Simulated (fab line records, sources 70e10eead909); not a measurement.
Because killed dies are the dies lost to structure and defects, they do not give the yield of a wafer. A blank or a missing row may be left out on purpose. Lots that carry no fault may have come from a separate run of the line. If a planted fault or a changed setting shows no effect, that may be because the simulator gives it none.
A struck lot beside a sound one | flow nand harc | 15 out of 1302 route steps
Sound: these wafers, L513.1, L513.2, L513.4. Struck: wafer L521.3 (left out: L521.1, L521.4 of the same lot, which were not struck); the cause appears at the end.
Per side, at each step with rows, come the tool, then ch with its chambers, and then its first start. Under that, the readings that differ: sound wafers | struck wafers | difference of the means | sigmas: that difference in standard deviations of wafers without a fault.
alike: readings with means less than 2 such deviations apart, plus words and numbers identical on both sides. not compared: withheld readings, readings lacking a value on some wafer, bounds such as >300 that could conceal the same value, and numbers that have no deviation in the record and whose values overlap.
Wherever a step has rows on one side only, a row that says differs or no value, or a row with sigmas, the two part there. Numbers that have no deviation but don't overlap get no sigmas and don't part them. Lack of a reading on every wafer of one side parts them only where that side has two or more wafers.

NHARC_THIN_TSV_DEP_43: deposits SiO2, target thk 1328.5 nm.
  sound on pecvd-03 ch 0,2, day 26 21:04; struck on pecvd-04 ch 0, day 30 14:52
  alike: throttle valve pct
then, 8 steps without rows for these wafers: NHARC_THIN_TSV_DEHYDRATE_04 (time 120 s); NHARC_THIN_TSV_HMDS_05 (time 30 s); NHARC_THIN_TSV_COAT_06; NHARC_THIN_TSV_SOFTBAKE_07 (time 95 s); NHARC_THIN_TSV_EBR_08; NHARC_THIN_TSV_EXPOSE_09 (exposes mask TSV); NHARC_THIN_TSV_PEB_10 (peb time 85 s); NHARC_THIN_TSV_DEVELOP_11 (time 70 s).
NHARC_THIN_TSV_CD_MEAS_12: target cd 1000 nm.
  sound on cd sem-01 ch 0, day 26 21:50; struck on cd sem-03 ch 0, day 30 15:42
  reading    | sound              | struck | difference | sigmas
  cd nm (nm) | 998.5 996.7 1001.4 | 1004.0 | +5.1       | +2
then, 1 step without rows for these wafers: NHARC_THIN_TSV_HARDBAKE_13 (time 80 s).
NHARC_THIN_TSV_DESCUM_14: chemistry O2, time 3 s.
  sound on rie diel-01 ch 0,1, day 26 22:01; struck on rie diel-01 ch 3, day 30 15:52
  reading                         | sound          | struck | difference | sigmas
  showerhead plenum p Torr (Torr) | 2.03 1.88 2.03 | 1.78   | -0.20      | -2
  alike: drypump motor current A, oes product au, rf vpp V, throttle valve pct
  not compared: rf hours counter h
NHARC_THIN_TSV_ETCH_44: etches the open film in CF4/O2, target depth 1594.2 nm, time 797.1 s.
  sound on rie diel-01 ch 0,2, day 26 22:07; struck on rie diel-01 ch 2, day 30 15:57
  reading               | sound             | struck | difference | sigmas
  oes product au (a.u.) | 1.018 1.007 0.992 | 1.247  | +0.241     | +16
  rf fwd power W (W)    | 301.1 298.7 298.9 | 418.7  | +119.1     | +99 or more
  alike: drypump motor current A, rf vpp V, showerhead plenum p Torr, throttle valve pct
  not compared: rf hours counter h
NHARC_THIN_TSV_ETCH_15: target depth 3000 nm, bosch target overetch cycles 2, bosch etch step 2.8 s.
  sound on rie si-05 ch 0,1,2, day 26 22:49; struck on rie si-03 ch 0, day 30 16:31
  alike: drypump motor current A
  not compared: rf hours counter h
NHARC_END_SORT_01:
  only the struck wafers appear in the record here, on prober-01 ch 0 at day 31 08:13; the sound ones have no rows

== WHERE THEY PART ==
Earliest at NHARC_THIN_TSV_CD_MEAS_12; latest, in this record, at NHARC_END_SORT_01.

WHY: what the simulator had put in
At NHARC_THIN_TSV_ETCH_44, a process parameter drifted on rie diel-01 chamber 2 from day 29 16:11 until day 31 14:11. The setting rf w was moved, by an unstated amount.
